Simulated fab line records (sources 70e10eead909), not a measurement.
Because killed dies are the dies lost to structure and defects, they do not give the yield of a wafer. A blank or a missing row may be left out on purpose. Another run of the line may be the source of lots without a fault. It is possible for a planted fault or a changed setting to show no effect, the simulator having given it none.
fab line records / flow nand-harc
record: lots: 6 wafers: 18 last-day: 32
route steps=1302 shown P_ZERO_WELL@35
lots that met no fault: taken from a fault-free run of the same line
start-h: hours from the record's opening day to when the first of the lot's shown wafers began / wait-h: how many hours have passed since the lot's step before this one / " unchanged from the row above / L1.1+2: several wafers, shown together as one row / - no value present, or no start provided / * or withheld: withheld / < > ~ a bound
route shown NAME@n: names a module that has steps shown in the file, with the first one's number in the route / usual: mean/standard deviation taken from wafers without a fault / same: alike in all rows / chamber/n: place in a boat / sites: readings site by site / _std_site: the values' standard deviation / _edge_site: inner sites' mean taken away from outer sites' mean / radius-mm: how far each site lies from the wafer's centre / mask NAME#n: copy n / behind: tool/chamber where the wafer was last shaped / hold: what put the lot on hold/how long, in hours/how the hold closed / device: the n, p or np transistor that did not switch / end of line: the same wafers' tests at the end of the route / a step without rows: its recipe alone / killed: count of dies lost to structure and defects at first sort (not the wafer's yield) / map: per-die view of a wafer (x killed, . not killed, _ where there is no die)
set.NAME: the setting the step ran with; set.NAME@STEP: the setting that earlier step ran with / model.NAME: the simulator's own value behind a step, which no gauge read
lots at selected steps of the route; one table per step, one row per wafer
services: a tool's chamber out of use, with start hour (start-h, from the record's first day; less than 0 if before it), hours out, and reason
== steps ==
step: NHARC_P_ZERO_WELL_STRIP_28
recipe: time-s: 840 temp-c: 130 chemistry: SPM
step: NHARC_P_ZERO_WELL_DEHYDRATE_29
recipe: temp-c: 150 time-s: 120
step: NHARC_P_ZERO_WELL_HMDS_30
recipe: time-s: 30
step: NHARC_P_ZERO_WELL_COAT_31
recipe: spin-rpm: withheld
step: NHARC_P_ZERO_WELL_SOFTBAKE_32
recipe: temp-c: 122 time-s: 95
step: NHARC_P_ZERO_WELL_EBR_33
step: NHARC_P_ZERO_WELL_EXPOSE_34
recipe: na: 0.6 target-cd-nm: 720 dose-mj: 22.31 mask-id: P_PWELL
step: NHARC_P_ZERO_WELL_PEB_35
recipe: peb-temp-c: 118 peb-time-s: 85
step: NHARC_P_ZERO_WELL_DEVELOP_36
recipe: time-s: 70
step: NHARC_P_ZERO_WELL_CD_MEAS_37
recipe: target-cd-nm: 720 landing-energy-ev: 500
usual: cd-nm: 720.8/1.7
lot.wafer=L544.1 tool=cd-sem-02 chamber=0 start-h=44.09 wait-h=- cd-nm=722.3
lot.wafer=L544.4 tool=cd-sem-02 chamber=0 start-h=44.09 wait-h=- cd-nm=721.7
lot.wafer=L544.5 tool=cd-sem-02 chamber=0 start-h=44.09 wait-h=- cd-nm=720.6
lot.wafer=L550.1 tool=cd-sem-02 chamber=0 start-h=104.22 wait-h=- cd-nm=719.9
lot.wafer=L550.3 tool=cd-sem-02 chamber=0 start-h=104.22 wait-h=- cd-nm=722.4
lot.wafer=L550.6 tool=cd-sem-02 chamber=0 start-h=104.22 wait-h=- cd-nm=720.6
lot.wafer=L556.4 tool=cd-sem-01 chamber=0 start-h=164.14 wait-h=- cd-nm=721.7
lot.wafer=L556.5 tool=cd-sem-01 chamber=0 start-h=164.14 wait-h=- cd-nm=719.3
lot.wafer=L556.6 tool=cd-sem-01 chamber=0 start-h=164.14 wait-h=- cd-nm=719.5
lot.wafer=L560.1 tool=cd-sem-02 chamber=0 start-h=204.65 wait-h=- cd-nm=722.9
lot.wafer=L560.4 tool=cd-sem-02 chamber=0 start-h=204.65 wait-h=- cd-nm=722.0
lot.wafer=L560.6 tool=cd-sem-02 chamber=0 start-h=204.65 wait-h=- cd-nm=723.4
lot.wafer=L561.3 tool=cd-sem-01 chamber=0 start-h=213.99 wait-h=- cd-nm=722.8
lot.wafer=L561.4 tool=cd-sem-01 chamber=0 start-h=213.99 wait-h=- cd-nm=720.8
lot.wafer=L561.6 tool=cd-sem-01 chamber=0 start-h=213.99 wait-h=- cd-nm=723.7
lot.wafer=L563.1 tool=cd-sem-03 chamber=0 start-h=234.06 wait-h=- cd-nm=721.4
lot.wafer=L563.2 tool=cd-sem-03 chamber=0 start-h=234.06 wait-h=- cd-nm=722.8
lot.wafer=L563.3 tool=cd-sem-03 chamber=0 start-h=234.06 wait-h=- cd-nm=722.9
step: NHARC_P_ZERO_WELL_HARDBAKE_38
recipe: temp-c: 125 time-s: 80
step: NHARC_P_ZERO_WELL_DESCUM_39
recipe: time-s: 3 o2-flow-sccm: 200 ar-flow-sccm: 0 bias-power-w: 0 chemistry: O2
usual: drypump-motor-current-A: 5.92/0.28 oes-product-au: 0.999/0.011 rf-vpp-V: 57.6/0.85 showerhead-plenum-p-Torr: 1.86/0.061 throttle-valve-pct: 11.312/0.0083
lot.wafer=L544.1 tool=rie-diel-06 chamber=2 start-h=44.25 wait-h=- drypump-motor-current-A=6.20 oes-product-au=1.008 rf-hours-counter-h=29 rf-vpp-V=58.3 showerhead-plenum-p-Torr=1.88 throttle-valve-pct=11.319
lot.wafer=L544.4 tool=rie-diel-06 chamber=1 start-h=44.25 wait-h=- drypump-motor-current-A=6.02 oes-product-au=0.997 rf-hours-counter-h=29 rf-vpp-V=57.8 showerhead-plenum-p-Torr=2.01 throttle-valve-pct=11.302
lot.wafer=L544.5 tool=rie-diel-06 chamber=3 start-h=44.25 wait-h=- drypump-motor-current-A=5.77 oes-product-au=1.001 rf-hours-counter-h=- rf-vpp-V=57.8 showerhead-plenum-p-Torr=1.79 throttle-valve-pct=11.322
lot.wafer=L550.3 tool=rie-diel-02 chamber=3 start-h=104.39 wait-h=- drypump-motor-current-A=6.10 oes-product-au=0.985 rf-hours-counter-h=17 rf-vpp-V=57.9 showerhead-plenum-p-Torr=1.83 throttle-valve-pct=11.300
lot.wafer=L550.1 tool=rie-diel-02 chamber=2 start-h=104.39 wait-h=- drypump-motor-current-A=6.13 oes-product-au=1.003 rf-hours-counter-h=15 rf-vpp-V=57.5 showerhead-plenum-p-Torr=1.96 throttle-valve-pct=11.324
lot.wafer=L550.6 tool=rie-diel-02 chamber=3 start-h=104.39 wait-h=- drypump-motor-current-A=6.08 oes-product-au=0.989 rf-hours-counter-h=- rf-vpp-V=57.1 showerhead-plenum-p-Torr=1.83 throttle-valve-pct=11.319
lot.wafer=L556.4 tool=rie-diel-02 chamber=3 start-h=164.33 wait-h=- drypump-motor-current-A=6.12 oes-product-au=0.987 rf-hours-counter-h=36 rf-vpp-V=56.5 showerhead-plenum-p-Torr=1.82 throttle-valve-pct=11.320
lot.wafer=L556.6 tool=rie-diel-02 chamber=0 start-h=164.33 wait-h=- drypump-motor-current-A=5.97 oes-product-au=0.996 rf-hours-counter-h=- rf-vpp-V=57.5 showerhead-plenum-p-Torr=1.82 throttle-valve-pct=11.316
lot.wafer=L556.5 tool=rie-diel-02 chamber=1 start-h=164.33 wait-h=- drypump-motor-current-A=5.79 oes-product-au=1.001 rf-hours-counter-h=- rf-vpp-V=58.0 showerhead-plenum-p-Torr=1.85 throttle-valve-pct=11.308
lot.wafer=L560.1 tool=rie-diel-04 chamber=0 start-h=204.81 wait-h=- drypump-motor-current-A=5.64 oes-product-au=1.002 rf-hours-counter-h=8 rf-vpp-V=55.4 showerhead-plenum-p-Torr=1.82 throttle-valve-pct=11.320
lot.wafer=L560.4 tool=rie-diel-04 chamber=0 start-h=204.81 wait-h=- drypump-motor-current-A=5.62 oes-product-au=0.996 rf-hours-counter-h=- rf-vpp-V=56.5 showerhead-plenum-p-Torr=1.82 throttle-valve-pct=11.315
lot.wafer=L560.6 tool=rie-diel-04 chamber=1 start-h=204.81 wait-h=- drypump-motor-current-A=5.93 oes-product-au=1.028 rf-hours-counter-h=- rf-vpp-V=57.3 showerhead-plenum-p-Torr=1.85 throttle-valve-pct=11.305
lot.wafer=L561.3 tool=rie-diel-06 chamber=3 start-h=214.14 wait-h=- drypump-motor-current-A=5.78 oes-product-au=0.987 rf-hours-counter-h=21 rf-vpp-V=58.1 showerhead-plenum-p-Torr=1.77 throttle-valve-pct=11.308
lot.wafer=L561.4 tool=rie-diel-06 chamber=1 start-h=214.14 wait-h=- drypump-motor-current-A=6.04 oes-product-au=1.014 rf-hours-counter-h=24 rf-vpp-V=56.6 showerhead-plenum-p-Torr=1.99 throttle-valve-pct=11.293
lot.wafer=L561.6 tool=rie-diel-06 chamber=3 start-h=214.14 wait-h=- drypump-motor-current-A=5.77 oes-product-au=0.995 rf-hours-counter-h=- rf-vpp-V=55.1 showerhead-plenum-p-Torr=1.77 throttle-valve-pct=11.305
lot.wafer=L563.1 tool=rie-diel-06 chamber=0 start-h=234.23 wait-h=- drypump-motor-current-A=5.15 oes-product-au=0.979 rf-hours-counter-h=32 rf-vpp-V=57.0 showerhead-plenum-p-Torr=1.93 throttle-valve-pct=11.317
lot.wafer=L563.2 tool=rie-diel-06 chamber=2 start-h=234.23 wait-h=- drypump-motor-current-A=6.20 oes-product-au=0.982 rf-hours-counter-h=30 rf-vpp-V=57.9 showerhead-plenum-p-Torr=1.86 throttle-valve-pct=11.319
lot.wafer=L563.3 tool=rie-diel-06 chamber=3 start-h=234.23 wait-h=- drypump-motor-current-A=5.75 oes-product-au=0.994 rf-hours-counter-h=27 rf-vpp-V=58.3 showerhead-plenum-p-Torr=1.77 throttle-valve-pct=11.301
step: NHARC_P_ZERO_WELL_IMPLANT_40
recipe: energy-kev: 300 dose-cm2: 1e+13 tilt-deg: 7
usual: dose-ions-cm2: 9.998e+12/1.1e+10 faraday-current-uA: 126.8/2.5
lot.wafer=L544.1 tool=implanter-02 chamber=0 start-h=44.40 wait-h=0.1 dose-ions-cm2=1.0008e+13 faraday-current-uA=128.6
lot.wafer=L544.4 tool=implanter-02 chamber=0 start-h=44.40 wait-h=0.1 dose-ions-cm2=1.0011e+13 faraday-current-uA=126.7
lot.wafer=L544.5 tool=implanter-02 chamber=0 start-h=44.40 wait-h=0.1 dose-ions-cm2=1.0009e+13 faraday-current-uA=128.5
lot.wafer=L550.1 tool=implanter-01 chamber=0 start-h=104.54 wait-h=0.1 dose-ions-cm2=9.993e+12 faraday-current-uA=124.4
lot.wafer=L550.3 tool=implanter-01 chamber=0 start-h=104.54 wait-h=0.1 dose-ions-cm2=1.0004e+13 faraday-current-uA=125.5
lot.wafer=L550.6 tool=implanter-01 chamber=0 start-h=104.54 wait-h=0.1 dose-ions-cm2=9.995e+12 faraday-current-uA=128.8
lot.wafer=L556.4 tool=implanter-02 chamber=0 start-h=164.53 wait-h=0.2 dose-ions-cm2=9.996e+12 faraday-current-uA=126.5
lot.wafer=L556.5 tool=implanter-02 chamber=0 start-h=164.53 wait-h=0.2 dose-ions-cm2=9.998e+12 faraday-current-uA=127.5
lot.wafer=L556.6 tool=implanter-02 chamber=0 start-h=164.53 wait-h=0.2 dose-ions-cm2=1.0011e+13 faraday-current-uA=127.9
lot.wafer=L560.1 tool=implanter-02 chamber=0 start-h=204.98 wait-h=0.2 dose-ions-cm2=1.5789e+13 faraday-current-uA=198.7
lot.wafer=L560.4 tool=implanter-02 chamber=0 start-h=204.98 wait-h=0.2 dose-ions-cm2=1.5766e+13 faraday-current-uA=196.0
lot.wafer=L560.6 tool=implanter-02 chamber=0 start-h=204.98 wait-h=0.2 dose-ions-cm2=1.5774e+13 faraday-current-uA=201.0
lot.wafer=L561.3 tool=implanter-02 chamber=0 start-h=214.35 wait-h=0.2 dose-ions-cm2=1.5772e+13 faraday-current-uA=198.3
lot.wafer=L561.4 tool=implanter-02 chamber=0 start-h=214.35 wait-h=0.2 dose-ions-cm2=1.5783e+13 faraday-current-uA=198.0
lot.wafer=L561.6 tool=implanter-02 chamber=0 start-h=214.35 wait-h=0.2 dose-ions-cm2=1.577e+13 faraday-current-uA=205.2
lot.wafer=L563.1 tool=implanter-01 chamber=0 start-h=234.38 wait-h=0.1 dose-ions-cm2=9.999e+12 faraday-current-uA=126.0
lot.wafer=L563.2 tool=implanter-01 chamber=0 start-h=234.38 wait-h=0.1 dose-ions-cm2=1e+13 faraday-current-uA=131.9
lot.wafer=L563.3 tool=implanter-01 chamber=0 start-h=234.38 wait-h=0.1 dose-ions-cm2=9.993e+12 faraday-current-uA=125.8
step: NHARC_P_ZERO_WELL_IMPLANT_59
recipe: energy-kev: 120 dose-cm2: 5e+12 tilt-deg: 7
== services ==
tool=rie-diel-06 chamber=0 start-h=35.70 hours=- kind=clean
tool=rie-diel-06 chamber=1 start-h=35.70 hours=- kind=clean
tool=rie-diel-06 chamber=2 start-h=35.70 hours=- kind=clean
tool=rie-diel-06 chamber=3 start-h=35.70 hours=- kind=clean
tool=rie-diel-02 chamber=- start-h=39.77 hours=9.0 kind=pm
tool=rie-diel-04 chamber=0 start-h=39.99 hours=8.8 kind=repair
tool=rie-diel-06 chamber=0 start-h=60.31 hours=- kind=clean
tool=rie-diel-06 chamber=1 start-h=60.31 hours=- kind=clean
tool=rie-diel-06 chamber=2 start-h=60.31 hours=- kind=clean
tool=rie-diel-06 chamber=3 start-h=60.31 hours=- kind=clean
tool=rie-diel-06 chamber=0 start-h=84.81 hours=- kind=clean
tool=rie-diel-06 chamber=2 start-h=93.36 hours=5.8 kind=repair
tool=rie-diel-06 chamber=0 start-h=94.16 hours=11.3 kind=repair
tool=rie-diel-06 chamber=- start-h=130.20 hours=9.0 kind=pm
tool=rie-diel-06 chamber=- start-h=142.33 hours=2.5 kind=repair
tool=implanter-02 chamber=- start-h=147.56 hours=13.0 kind=pm
tool=rie-diel-02 chamber=2 start-h=150.21 hours=1.2 kind=repair
tool=rie-diel-04 chamber=- start-h=178.18 hours=9.0 kind=pm
tool=rie-diel-04 chamber=- start-h=187.92 hours=0.2 kind=repair
tool=implanter-01 chamber=- start-h=191.42 hours=0.9 kind=repair
tool=rie-diel-02 chamber=3 start-h=198.51 hours=4.3 kind=repair
tool=rie-diel-04 chamber=3 start-h=199.22 hours=8.6 kind=repair
tool=rie-diel-02 chamber=- start-h=216.77 hours=9.0 kind=pm
tool=rie-diel-04 chamber=0 start-h=230.38 hours=5.9 kind=repair
== key ==
first-sign: step: NHARC_P_ZERO_WELL_IMPLANT_40 reading: dose-ions-cm2 direction: up sigmas: 99+ usual: 9.998e+12 struck: 1.5776e+13
effect: step: NHARC_P_ZERO_WELL_IMPLANT_40 reading: faraday-current-uA direction: up sigmas: 29 usual: 126.8 struck: 199.5
met-at NHARC_P_ZERO_WELL_IMPLANT_40
struck-wafers L560.1,L560.4,L560.6,L561.3,L561.4,L561.6
tester-left-out L560,L561
onset-between 164.53 204.98
fault: kind: process-parameter-drift tool: implanter-02 chamber: - onset-h: 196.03 steps: NHARC_P_ZERO_WELL_IMPLANT_40 channel: dose-cm2 offset: 5.7735e+12 shape: step end-h: 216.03 acts-in: these-recipes-only stated: 1e+13
tester-left-out: of these lots the tester's yield and bins aren't shown, on N5 and GAA mostly nor the transistor test; their killed dies are dies lost to structure and defects alone, not to doping, threshold or leakage, so they don't give the yield
